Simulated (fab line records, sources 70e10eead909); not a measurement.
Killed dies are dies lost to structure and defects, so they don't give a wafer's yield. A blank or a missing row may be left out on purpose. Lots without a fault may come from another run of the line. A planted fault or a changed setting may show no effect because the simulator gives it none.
Chamber matching | flow nand_harc | NHARC_A_CONTACT_ETCH_48 on rie_diel-03: 4 sister chambers
The step etches the open film in CF4, target depth 39 nm, time 65 s. 16 wafers are shown with their chamber, then 8 later ones without.

WAFERS WITH THEIR CHAMBER
wafer  | chamber | showerhead_plenum_p_Torr (Torr) | rf_vpp_V (V) | oes_product_au (a.u.)
L201.2 | 3       | 1.65                            | 149.6        | 0.993
L201.5 | 3       | 1.65                            | 149.2        | 1.001
L201.6 | 0       | 1.64                            | 149.6        | 1.018
L202.3 | 3       | 1.65                            | 149.5        | 0.991
L202.4 | 0       | 1.64                            | 149.7        | 1.011
L202.6 | 2       | 1.79                            | 151.7        | 1.012
L210.1 | 0       | 1.64                            | 149.8        | 1.003
L210.5 | 1       | 1.79                            | 151.9        | 0.983
L210.6 | 0       | 1.64                            | 150.6        | 1.002
L213.1 | 3       | 1.64                            | 149.9        | 1.002
L213.3 | 0       | 1.64                            | 150.8        | 1.004
L213.4 | 2       | 1.78                            | 151.3        | 1.012
L212.2 | 2       | 1.78                            | 152.0        | 1.005
L212.4 | 3       | 1.64                            | 149.4        | 0.993
L212.6 | 2       | 1.78                            | 150.2        | 1.002
L221.4 | 2       | 1.78                            | 151.1        | 1.012

SIGNATURES (means of the wafers above)
reading                  | chamber 0 | chamber 1 | chamber 2 | chamber 3 | scatter within a chamber
showerhead_plenum_p_Torr | 1.6400    | 1.7900    | 1.7820    | 1.6460    | 0.00408
rf_vpp_V                 | 150.100   | 151.900   | 151.260   | 149.520   | 0.532
oes_product_au           | 1.00760   | 0.98300   | 1.00860   | 0.99600   | 0.00563
Rule: a wafer's distance from a chamber is the root of the sum, over the readings, of the square of ((its reading less the chamber's mean) divided by the reading's scatter). The wafer belongs to the nearest chamber; if the next one is less than 2 further off, it can't be placed. The scatter: the root of (the sum of the squares of (reading less its chamber's mean) over the shown wafers, divided by (wafers less chambers)).

WAFERS WITHOUT THEIR CHAMBER
wafer  | showerhead_plenum_p_Torr (Torr) | rf_vpp_V (V) | oes_product_au (a.u.)
L221.5 | 1.91                            | 153.1        | 1.010
L221.6 | 1.64                            | 149.7        | 1.009
L222.2 | 1.78                            | 152.7        | 1.007
L222.3 | 1.90                            | 153.7        | 1.006
L222.6 | 1.78                            | 151.1        | 1.013
L223.3 | 1.78                            | 151.2        | 0.967
L223.4 | 1.64                            | 149.6        | 1.001
L223.5 | 1.78                            | 151.2        | 0.977

WHICH CHAMBER EACH WENT THROUGH
wafer  | from the rows above     | in truth
L221.5 | can't be placed: 1 or 2 | 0
L221.6 | can't be placed: 0 or 3 | 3
L222.2 | 2                       | 2
L222.3 | can't be placed: 1 or 2 | 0
L222.6 | 2                       | 2
L223.3 | 1                       | 1
L223.4 | can't be placed: 0 or 3 | 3
L223.5 | 1                       | 1
Placed correctly: 4 of 8. Can't be placed from these rows: 4 (the true chamber is among the candidates in 2). Placed wrongly: 0.
